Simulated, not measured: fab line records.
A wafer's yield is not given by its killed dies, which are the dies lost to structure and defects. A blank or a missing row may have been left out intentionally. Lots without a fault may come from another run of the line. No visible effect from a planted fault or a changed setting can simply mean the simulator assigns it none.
Split-lot experiment -- flow n5_finfet -- 7 lots, 21 wafers read, on a route of 1938 steps

== SPLIT DETAILS ==
At N5_ZERO_LAYER_EXPOSE_08 (exposes mask ZERO, defocus 0 nm, target cd 2000 nm), the setting dose_mj was moved away from the recipe's 16.2 on 4 of the 21 wafers read, by -7.3% to -6.0%. This setting was run at the recipe's value on the other wafers.

== FROM THE SPLIT TO THE READING: what the file shows between them, 2 steps ==
- N5_ZERO_LAYER_DEVELOP_10: develop time 60 s (also split here: develop_time_s)
- N5_ZERO_LAYER_HARDBAKE_23: time 120 s

== THE READING ==
cd_nm at N5_ZERO_LAYER_CD_MEAS_11, given in nm (cd target 2000 nm). A value of 2000.8 nm with a standard deviation of 2 nm is what fault-free wafers of this fab line usually give.

wafer,"tool, chamber at the split",dose_mj as run,against the recipe,"cd_nm, nm",against lot-mates on the recipe
L076.1,"krf_scanner-02, 0",16.2,recipe,1997.8,-
L076.2,"krf_scanner-02, 0",16.2,recipe,1999.4,-
L076.4,"krf_scanner-02, 0",15.22,-6.0%,1985.9,-12.7
L079.2,"krf_scanner-01, 0",16.2,recipe,1998.9,-
L079.5,"krf_scanner-01, 0",16.2,recipe,1997.7,-
L079.6,"krf_scanner-01, 0",16.2,recipe,1997.4,-
L080.1,"krf_scanner-02, 0",15.02,-7.3%,1986.5,-15.3
L080.4,"krf_scanner-02, 0",16.2,recipe,2001.8,-
L080.6,"krf_scanner-02, 0",15.02,-7.3%,1990.8,-11.0
L092.4,"krf_scanner-01, 0",16.2,recipe,2000.3,-
L092.5,"krf_scanner-01, 0",16.2,recipe,1999.5,-
L092.6,"krf_scanner-01, 0",16.2,recipe,2006.5,-
L093.2,"krf_scanner-02, 0",16.2,recipe,2000.8,-
L093.3,"krf_scanner-02, 0",16.2,recipe,2000.0,-
L093.4,"krf_scanner-02, 0",16.2,recipe,2002.6,-
L094.4,"krf_scanner-01, 0",16.2,recipe,1998.8,-
L094.5,"krf_scanner-01, 0",16.2,recipe,2000.6,-
L094.6,"krf_scanner-01, 0",16.2,recipe,1998.9,-
L096.1,"krf_scanner-01, 0",16.2,recipe,2002.9,-
L096.2,"krf_scanner-01, 0",15.23,-6.0%,1992.5,-11.7
L096.4,"krf_scanner-01, 0",16.2,recipe,2005.5,-

FIT RESULTS
A straight line over all 21 wafers: cd_nm changes by +1.74 nm for each +1% of dose_mj; r = +0.87; the points scatter about the line by 2.7 nm.
The same after taking each lot's own level away (the mean of its wafers on the recipe; 21 wafers): +1.89 nm for each +1%; r = +0.95; scatter 1.7 nm.
According to that fit, moving dose_mj by its largest amount changes the reading by 14 nm.
From 1998.00 to 2004.20 nm: that is the span of the lots' own levels, equal to 3.1 times the standard deviation above.
Hence the lot-to-lot level has little effect on the slope; both slopes agree.
Check: with one of the wafers moved furthest among these (-7.3%) left out of the fit, the line predicts -13.2 nm for it against its lot-mates. Against them it came out at -15.3 nm.

== OTHER SPLITS APPLIED TO THESE WAFERS ==
Note: prior to the reading, these wafers also went through further splits. Each is held against what the fit with the lots' levels taken away leaves over:
other split on the same wafers,wafers away from the commonest value,r with cd_nm (lot level and that fit taken away)
N5_ZERO_LAYER_PECVD_02 time_s,6,+0.06
N5_ZERO_LAYER_COAT_05 spin_rpm,3,+0.18
N5_ZERO_LAYER_DEVELOP_10 develop_time_s,4,+0.54

== THE WHOLE CHAIN: every reading that the file lists as answering this split, in the file's order ==
step,what it does,reading,change (the file's fit),r (the file's)
N5_ZERO_LAYER_CD_MEAS_11,target cd 2000 nm,cd_nm,+1.93 nm for each +1% of the setting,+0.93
N5_ZERO_LAYER_DESCUM_16,"chemistry O2, time 7.9 s","ZERO_LAYER.cd_nm (the simulator's own value, which no gauge read)",+1.93 nm for each +1% of the setting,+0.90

== FILE'S OWN FIT ==
cd_nm changes by +1.93 nm for each +1% of dose_mj, r = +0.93.
